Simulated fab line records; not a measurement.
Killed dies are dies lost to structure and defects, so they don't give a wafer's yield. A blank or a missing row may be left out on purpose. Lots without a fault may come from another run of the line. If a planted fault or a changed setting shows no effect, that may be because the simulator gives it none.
2 desks, one fault + flow n5 finfet + every desk sees just its own numbers, and what lay behind them comes last

== THE TOOL OWNER'S DESK: rie diel-01 ==
The tool's own readings at N5_BEOL_M7_ETCH_61 (etches SiARC in CF4, target depth 45.5 nm, time 75.8 s): means of the sampled wafers that have a number, for each lot that ran on this tool. Marked OUT: a lot whose mean sits more than 4 standard deviations from the usual mean, which makes it out of limits; the brackets give that distance.
Columns: A = bias w at N5_BEOL_M7_ETCH_61, usual 36.01 W; B = drypump motor current A at N5_BEOL_M7_ETCH_61, usual 5.6 A; C = etch rf on time s at N5_BEOL_M7_ETCH_61, usual 76.3 s; D = oes product au at N5_BEOL_M7_ETCH_61, usual 0.70 a.u.; E = rf vpp V at N5_BEOL_M7_ETCH_61, usual 183.8 V; F = showerhead plenum p Torr at N5_BEOL_M7_ETCH_61, usual 2.13 Torr; G = throttle valve pct at N5_BEOL_M7_ETCH_61, usual 15.48 %
| lot  | first seen here | A     | B   | C               | D    | E     | F    | G     |
|------|-----------------|-------|-----|-----------------|------|-------|------|-------|
| L122 | day 16 16:06    | 35.95 | 5.8 | 77.0            | 0.67 | 183.7 | 2.12 | 15.41 |
| L123 | day 17 00:15    | 36.06 | 6.0 | 76.1            | 0.68 | 183.5 | 2.15 | 15.46 |
| L126 | day 18 04:22    | -     | 5.6 | 113.8 (+22) OUT | 0.55 | 183.7 | 2.11 | 15.50 |
| L124 | day 18 08:56    | -     | 6.0 | 113.6 (+22) OUT | 0.58 | 183.9 | 2.15 | 15.48 |
| L125 | day 18 18:24    | -     | 5.8 | 112.5 (+21) OUT | 0.57 | 183.4 | 2.11 | 15.44 |
Finding of this desk: L124, L125, L126 out of limits; the first was L126 at day 18 04:22, on etch rf on time s at N5_BEOL_M7_ETCH_61. In limits: L122, L123.

== THE DEFECT DESK ==
Counts from the inspections along the route, per lot, as means over the sampled wafers that have a number. Marked OUT: a lot whose mean sits more than 4 standard deviations from the usual mean, which makes it out of limits; the brackets give that distance.
Columns: A = raw defect count at N5_BEOL_M6_INSPECT_58, usual 70
| lot  | first seen here | A   |
|------|-----------------|-----|
| L121 | day 14 22:10    | 47  |
| L117 | day 16 08:19    | 91  |
| L122 | day 16 13:07    | 62  |
| L123 | day 16 22:44    | 57  |
| L126 | day 17 21:46    | 57  |
| L124 | day 18 05:23    | 67  |
| L125 | day 18 14:35    | 79  |
| L131 | day 19 01:32    | 66  |
| L135 | day 20 01:08    | 53  |
| L136 | day 20 03:25    | 75  |
| L139 | day 21 05:08    | 100 |
Finding of this desk: none of the 11 lots has anything out of limits.

== TAKEN TOGETHER ==
The tool owner's desk could have raised an alarm at day 18 04:22, on L124, L125, L126.
Nothing out of limits was seen by the defect desk.
The defect desk has L124, L125, L126 on record, within its limits.
N5_BEOL_M7_ETCH_61 was run on rie diel-01 by each of the lots named.

== WHAT HAD BEEN PUT IN BY THE SIMULATOR ==
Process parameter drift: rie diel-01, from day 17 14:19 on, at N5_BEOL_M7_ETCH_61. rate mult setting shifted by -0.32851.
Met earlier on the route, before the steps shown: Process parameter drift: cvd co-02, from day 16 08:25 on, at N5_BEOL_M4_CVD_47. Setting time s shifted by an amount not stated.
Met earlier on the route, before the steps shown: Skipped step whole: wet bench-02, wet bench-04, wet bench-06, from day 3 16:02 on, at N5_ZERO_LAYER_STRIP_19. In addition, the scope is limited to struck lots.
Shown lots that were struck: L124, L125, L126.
How many hours passed from the start of the fault until each desk's first out-of-limits reading: the tool owner's desk, 14.
